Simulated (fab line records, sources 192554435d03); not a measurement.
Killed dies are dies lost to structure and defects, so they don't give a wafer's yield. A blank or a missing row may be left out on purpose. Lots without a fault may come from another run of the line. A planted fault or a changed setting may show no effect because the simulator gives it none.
Split-lot experiment | flow n5_finfet | 7 lots, 21 wafers read, on a route of 1938 steps

THE SPLIT
At N5_DUMMY_GATE_ETCH_37 (etches SOC in N2/H2, target depth 60 nm, overetch 30 nm), the setting source_w was moved away from the recipe's 840 W on 8 of the 21 wafers read, by -6.2% to +17.6%. The other wafers ran this setting at the recipe's value.

The reading is taken at the split's own step.

THE READING
rf_vpp_V, in V, at N5_DUMMY_GATE_ETCH_37 (etches SOC in N2/H2, target depth 60 nm, overetch 30 nm). Fault-free wafers of this fab line usually give 523.3 V, standard deviation 2.3 V.

wafer  | tool, chamber at the split | source_w as run, W | against the recipe | rf_vpp_V, V | against lot-mates on the recipe
L074.1 | rie_diel-02, 1             | 840                | recipe             | 520.7       | -
L074.2 | rie_diel-02, 2             | 840                | recipe             | 522.1       | -
L074.6 | rie_diel-02, 3             | 840                | recipe             | 522.4       | -
L076.1 | rie_diel-03, 1             | 840                | recipe             | 525.6       | -
L076.3 | rie_diel-03, 2             | 840                | recipe             | 521.1       | -
L076.6 | rie_diel-03, 0             | 788                | -6.2%              | 539.1       | +15.8
L079.2 | rie_diel-03, 2             | 794.5              | -5.4%              | 530.1       | no lot-mate on the recipe
L079.4 | rie_diel-03, 3             | 794.5              | -5.4%              | 535.8       | no lot-mate on the recipe
L079.6 | rie_diel-03, 3             | 794.5              | -5.4%              | 537.1       | no lot-mate on the recipe
L081.3 | rie_diel-02, 3             | 840                | recipe             | 520.9       | -
L081.4 | rie_diel-02, 3             | 840                | recipe             | 522.0       | -
L081.6 | rie_diel-02, 2             | 840                | recipe             | 522.1       | -
L094.1 | rie_diel-02, 3             | 988.2              | +17.6%             | 492.7       | -28.5
L094.3 | rie_diel-02, 2             | 840                | recipe             | 521.2       | -
L094.6 | rie_diel-02, 3             | 988.2              | +17.6%             | 494.1       | -27.1
L095.1 | rie_diel-05, 2             | 840                | recipe             | 523.9       | -
L095.4 | rie_diel-05, 3             | 840                | recipe             | 524.8       | -
L095.5 | rie_diel-05, 1             | 840                | recipe             | 526.3       | -
L097.1 | rie_diel-05, 0             | 891.5              | +6.1%              | 512.3       | -11.7
L097.2 | rie_diel-05, 3             | 891.5              | +6.1%              | 514.3       | -9.7
L097.5 | rie_diel-05, 3             | 840                | recipe             | 524.0       | -

THE FIT
A straight line over all 21 wafers: rf_vpp_V changes by -1.78 V for each +1% of source_w; r = -0.98; the points scatter about the line by 2.4 V.
The same after taking each lot's own level away (the mean of its wafers on the recipe; 18 wafers): -1.67 V for each +1%; r = -0.99; scatter 1.8 V.
On that fit, the largest move of source_w shifts the reading by 29 V.
The lots' own levels span 521.20 to 525.00 V, that is 1.7 times the standard deviation above.
So the lot-to-lot level changes the slope little: the two slopes agree.
Check: with one of the wafers moved furthest among these (+17.6%) left out of the fit, the line predicts -29.4 V for it against its lot-mates. It came out at -28.5 V against them.
Tool readings at the split's step, against how far the setting was moved: rf_vpp_V r = -0.98.

OTHER SPLITS ON THESE WAFERS
These wafers also went through other splits before the reading. Each is held against what the fit with the lots' levels taken away leaves over:
other split on the same wafers | wafers away from the commonest value | r with rf_vpp_V (lot level and that fit taken away)
N5_FIN_SAQP_PECVD_06 time_s    | 9                                    | +0.00
N5_FIN_CUT_COAT_29 spin_rpm    | 2                                    | -0.31

THE FILE'S OWN FIT
rf_vpp_V changes by -1.69 V for each +1% of source_w, r = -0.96.
